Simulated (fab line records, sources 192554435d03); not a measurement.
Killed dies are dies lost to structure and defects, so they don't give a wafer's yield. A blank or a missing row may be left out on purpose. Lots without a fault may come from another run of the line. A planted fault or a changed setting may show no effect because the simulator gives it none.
A struck lot beside a sound one | flow n5_finfet | 16 steps out of a route of 1938
Sound: wafers L727.2, L727.3, L727.5. Struck: wafer L735.6. (L735.1, L735.3 of the same lot were not struck and are left out.) The cause comes at the end.
At each step with rows: each side's tool, then ch and its chambers, then its first start. Under that, the readings that differ: sound wafers | struck wafers | difference of the means | sigmas: that difference in standard deviations of wafers without a fault.
alike: readings whose means differ by less than 2 such deviations, and words and numbers that are the same on both sides. not compared: withheld readings, readings that some wafer has no value for, bounds like >300 that may hide the same value, and numbers for which the record gives no deviation and whose values overlap.
The two part at a step that has a row with sigmas, a row that says differs or no value, or rows on one side only. Numbers that don't overlap but have no deviation are shown without sigmas and don't part them. A reading that every wafer of one side lacks parts them only if that side has two wafers or more.

N5_GATE_CUT_ETCH_37: etches SOC in N2/H2, target depth 60 nm, overetch 12 nm, time 90 s.
  sound on rie_diel-06 ch 1,2,3, day 6 07:18; struck on rie_diel-02 ch 3, day 8 07:59
  alike: bias_w, drypump_motor_current_A, oes_product_au, rf_vpp_V, showerhead_plenum_p_Torr, throttle_valve_pct
  not compared: rf_hours_counter_h
then, 3 steps without rows for these wafers: N5_GATE_CUT_STRIP_38 (strips in N2/H2); N5_GATE_CUT_STRIP_39 (strips in N2/H2); N5_GATE_CUT_HM_OPEN_40 (chemistry C4F6/O2, target SiO2, target depth 139 nm, time 85.1 s).
N5_GATE_CUT_STRIP_41: strips in CF4.
  sound on rie_diel-06 ch 1,2,3, day 6 07:27; struck on rie_diel-02 ch 3, day 8 08:08
  alike: drypump_motor_current_A, oes_product_au, rf_vpp_V, showerhead_plenum_p_Torr, throttle_valve_pct
  not compared: rf_hours_counter_h
then, 1 step without rows for these wafers: N5_GATE_CUT_STRIP_42 (strips in O2).
N5_GATE_CUT_ETCH_19: etches SiNx in CH3F/O2, target depth 53.7 nm, time 76.7 s.
  sound on rie_diel-06 ch 1,2,3, day 6 07:31; struck on rie_diel-02 ch 3, day 8 08:11
  reading    | sound             | struck | difference | sigmas
  bias_w (W) | 73.03 72.95 72.80 | 73.52  | +0.59      | +3
  alike: drypump_motor_current_A, etch_rf_on_time_s, oes_product_au, rf_vpp_V, showerhead_plenum_p_Torr, throttle_valve_pct
  not compared: rf_hours_counter_h
N5_GATE_CUT_CUT_ETCH_53: etches W in SF6/Cl2, target depth 79.2 nm.
  sound on rie_metal-01 ch 1, day 6 07:37; struck on rie_metal-03 ch 1, day 8 08:18
  reading               | sound          | struck | difference | sigmas
  oes_product_au (a.u.) | 0.54 0.54 0.54 | 0.76   | +0.22      | +2
  alike: bias_w, drypump_motor_current_A, etch_rf_on_time_s, throttle_valve_pct
  not compared: rf_hours_counter_h
then, 3 steps without rows for these wafers: N5_GATE_CUT_CUT_ETCH_54 (etches TiN in Cl2/BCl3, target depth 96.7 nm); N5_GATE_CUT_CUT_ETCH_55 (etches HfO2 in BCl3, target depth 3.2 nm); N5_GATE_CUT_ETCH_47 (etches SiO2 in Cl2/BCl3, target depth 10 nm).
N5_GATE_CUT_VAPOR_ETCH_48: etches TiN in BCl3/Cl2.
  sound on rie_metal-01 ch 1, day 6 07:48; struck on rie_metal-03 ch 1, day 8 08:29
  reading               | sound          | struck | difference | sigmas
  oes_product_au (a.u.) | 0.60 0.61 0.60 | 0.85   | +0.25      | +2
  alike: drypump_motor_current_A
N5_GATE_CUT_VAPOR_ETCH_49: etches TiAlC in BCl3/Cl2.
  sound on rie_metal-01 ch 1, day 6 07:50; struck on rie_metal-03 ch 1, day 8 08:31
  reading               | sound          | struck | difference | sigmas
  oes_product_au (a.u.) | 0.60 0.61 0.62 | 1.12   | +0.51      | +5
  alike: drypump_motor_current_A
then, 1 step without rows for these wafers: N5_GATE_CUT_VAPOR_ETCH_51 (etches HfO2 in BCl3/Cl2).
-- the record jumps here: 3 days lie between the struck wafers' starts before and after (it left off in module GATE_CUT and takes up again in module BEOL_M4, whose first step shown is number 1111 of the route) --
N5_BEOL_M4_RC_MEAS_101:
  sound on prober-01 ch 0, day 10 05:06; struck on prober-01 ch 0, day 11 17:16
  alike: DIBL_N, DIBL_P, IOFF_N, IOFF_P, ION_N, ION_P, SS_N, SS_P, VT_N, VT_P
-- the record jumps here: 4 days lie between the struck wafers' starts before and after (it left off in module BEOL_M4 and takes up again in module PASSIVATION, whose first step shown is number 1936 of the route) --
N5_PASSIVATION_PROBE_49:
  sound on prober-01, day 14 11:42; struck on prober-02, day 15 21:23
  reading      | sound    | struck | difference | sigmas
  killed_short | 43 46 44 | 27     | -17        | -2
  alike: defect_limited_yield, killed_at_M0_to_M3, killed_at_M4_up, killed_at_contacts, killed_at_front_end, killed_at_other, killed_dies, killed_on_rim, killed_open, sort_bin_5_function, sort_bin_6_memory, sort_n_pass, sort_yield_pct

WHERE THEY PART
First at N5_GATE_CUT_ETCH_19; last, within this record, at N5_PASSIVATION_PROBE_49.

WHY: what the simulator had put in
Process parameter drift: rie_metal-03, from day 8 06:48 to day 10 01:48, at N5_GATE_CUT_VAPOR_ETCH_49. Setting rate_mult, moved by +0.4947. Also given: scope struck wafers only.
